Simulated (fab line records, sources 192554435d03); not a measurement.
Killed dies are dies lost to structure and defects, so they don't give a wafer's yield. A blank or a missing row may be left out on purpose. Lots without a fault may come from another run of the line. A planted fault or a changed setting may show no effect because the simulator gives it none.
Chamber matching | flow n5_finfet | N5_BEOL_M13_ETCH_67 on rie_diel-03: 4 sister chambers
The step etches SiARC in CF4, target depth 143 nm, time 238.3 s. 4 wafers are shown with their chamber, then 9 later ones without.

WAFERS WITH THEIR CHAMBER
wafer  | chamber | throttle_valve_pct (%)
L085.2 | 3       | 15.12
L089.2 | 1       | 15.98
L089.4 | 2       | 15.21
L089.5 | 0       | 15.80

WAFERS WITHOUT THEIR CHAMBER
wafer  | throttle_valve_pct (%)
L088.3 | 15.12
L088.4 | 15.22
L088.5 | 16.00
L090.1 | 16.00
L090.2 | 15.13
L090.3 | 15.81
L096.1 | 15.25
L096.4 | 15.84
L096.6 | 15.24

WHICH CHAMBER EACH WENT THROUGH
wafer  | from the rows above | in truth
L088.3 | 3                   | 3
L088.4 | 2                   | 2
L088.5 | 1                   | 1
L090.1 | 1                   | 1
L090.2 | 3                   | 3
L090.3 | 0                   | 0
L096.1 | 2                   | 2
L096.4 | 0                   | 0
L096.6 | 2                   | 2
Placed correctly: 9 of 9. Can't be placed from these rows: 0. Placed wrongly: 0.
How it was worked out, from the rows above alone: a wafer's distance from a chamber is the root of the sum, over the readings, of the square of ((its reading less the chamber's mean) divided by the reading's scatter). The wafer belongs to the nearest chamber; if the next one is less than 2 further off, it can't be placed. A chamber's mean is the mean of its shown wafers. The scatter: with one shown wafer a chamber, the root of the mean of the squares of how far each hidden wafer lies from its nearest shown one.
